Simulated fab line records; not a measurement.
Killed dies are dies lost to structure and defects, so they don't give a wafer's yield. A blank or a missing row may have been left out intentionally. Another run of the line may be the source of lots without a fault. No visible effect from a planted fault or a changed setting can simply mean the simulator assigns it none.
fab line records	flow n5Finfet
record: lots: 7	wafers: 39
route steps=1938 shown MIM_BOT@1833 PAD_METAL@1895
startH: the number of hours between the record's first day and the start of the first shown wafer of the lot	waitH: how many hours have passed since the lot's step before this one	" the same as in the row above	L1.1+2: a single row standing in for several wafers	- no value, or no start given	* or withheld: withheld	< > ~ a bound
route shown NAME@n: a module of which the file shows steps, and the number in the route of the first	usual: mean/standard deviation taken from wafers without a fault	same: alike in all rows	chamber/n: place in a boat	sites: each site's reading	_std_site: the values' standard deviation	_edge_site: inner sites' mean taken away from outer sites' mean	radiusMm: how far each site lies from the wafer's centre	mask NAME#n: copy n	behind: tool/chamber where the wafer was last shaped	hold: why the lot was held/for how many hours/how that ended	device: names the non-switching transistor (n, p or np)	end of line: tests run on the same wafers once the route is complete	a step without rows: its recipe alone	killed: the dies lost at the first sort to structure and to defects; this is not the yield of the wafer	map: a wafer's dies, marking killed ones x, the rest . and places with no die _
set.NAME: setting as actually run; set.NAME@STEP: the setting as run at that earlier step	model.NAME: the simulator's own value behind a step, which no gauge read
lots with deliberately changed settings; one table per step, one row per wafer
== steps ==
step: N5_MIM_BOT_SPUTTER_00
recipe: material: TiN	targetThkA: 350	tempC: 200	powerW: 3000	chamberPressurePa: 0.49996	gas: Ar	reactivePartialPa: 0.37997	timeS: 89.7
lot.wafer	tool	chamber	startH	waitH	set.timeS	model.TiN_of_MIM_BOT_SPUTTER_00.thkNm
L074.1	pvdSputter-03	-	271.96	0.0	104.8	41
L074.2+3	"	-	"	"	104.8	40.6
L074.4+5+6	"	-	"	"	89.7	35.2
L077.1	pvdSputter-03	-	286.24	0.0	89.7	35
L077.2+6	"	-	"	"	133.3	52.6
L077.3	"	-	"	"	133.3	52
L077.4+5	"	-	"	"	89.7	35.6
L079.1	pvdSputter-01	-	301.76	0.0	43.42	16.6
L079.2	"	-	"	"	43.42	16.8
L079.3	"	-	"	"	43.42	16.4
L079.4	"	-	"	"	89.7	34.8
L079.5	"	-	"	"	89.7	35
L079.6	"	-	"	"	89.7	34
L081.1	pvdSputter-02	-	307.91	0.0	89.7	35.4
L081.2	"	-	"	"	89.7	34.8
L081.4	"	-	"	"	89.7	35.2
L082.1	pvdSputter-02	-	321.23	0.0	89.7	35.4
L082.2+6	"	-	"	"	89.7	35.2
L082.3	"	-	"	"	50.58	19.2
L082.4+5	"	-	"	"	50.58	19.6
L092.1	pvdSputter-01	-	399.72	0.0	130.1	50.6
L092.2	"	-	"	"	130.1	50.4
L092.3+5	"	-	"	"	89.7	34.6
L092.4	"	-	"	"	130.1	50.8
L092.6	"	-	"	"	89.7	35
L096.1+4	pvdSputter-02	-	415.91	0.0	109.7	42.6
L096.2	"	-	"	"	89.7	34.6
L096.3+5	"	-	"	"	89.7	34.2
L096.6	"	-	"	"	109.7	42.4
step: N5_PASSIVATION_SPUTTER_20
recipe: material: TaN	targetThkA: 500	tempC: 25	chamberPressurePa: 0.4
lot.wafer	tool	chamber	startH	waitH	set.targetThkA	model.TaN_of_PASSIVATION_SPUTTER_20.thkNm
L074.1	pvdSputter-01	-	279.46	0.0	353.5	34.8
L074.2	"	-	"	"	500	49.8
L074.3	"	-	"	"	353.5	35
L074.4	"	-	"	"	500	49.2
L074.5	"	-	"	"	353.5	35.2
L074.6	"	-	"	"	500	49
L077.1	pvdSputter-02	-	295.27	0.0	500	48.6
L077.2+5	"	-	"	"	500	49.4
L077.3	"	-	"	"	776.3	77
L077.4+6	"	-	"	"	776.3	76.8
L079.1	pvdSputter-02	-	308.35	0.0	779.5	78
L079.2	"	-	"	"	500	49.6
L079.3	"	-	"	"	500	50.4
L079.4	"	-	"	"	500	50
L079.5	"	-	"	"	779.5	78.4
L079.6	"	-	"	"	779.5	77
L081.1	pvdSputter-03	-	314.72	0.0	500	49.6
L081.2	"	-	"	"	500	50.4
L081.4	"	-	"	"	500	50.6
L082.1	pvdSputter-02	-	326.64	0.0	500	50.6
L082.2+3+6	"	-	"	"	654.7	65.6
L082.4	"	-	"	"	500	50.4
L082.5	"	-	"	"	500	50.2
L092.1+5	pvdSputter-03	-	407.40	0.0	500	51.4
L092.2+4	"	-	"	"	621.4	62.6
L092.3	"	-	"	"	621.4	63
L092.6	"	-	"	"	500	51
L096.1+2	pvdSputter-01	-	424.61	0.0	500	50.4
L096.3	"	-	"	"	737.9	74.2
L096.4	"	-	"	"	737.9	74.6
L096.5	"	-	"	"	500	50.2
L096.6	"	-	"	"	737.9	74
== key ==
split: step: N5_MIM_BOT_SPUTTER_00	setting: timeS	stated: 89.7	by: wafer
response: step: N5_MIM_BOT_SPUTTER_00	reading: model.TiN_of_MIM_BOT_SPUTTER_00.thkNm	change: +0.353	per: 1%	r: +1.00
split: step: N5_PASSIVATION_SPUTTER_20	setting: targetThkA	stated: 500	by: wafer
response: step: N5_PASSIVATION_SPUTTER_20	reading: model.TaN_of_PASSIVATION_SPUTTER_20.thkNm	change: +0.497	per: 1%	r: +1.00
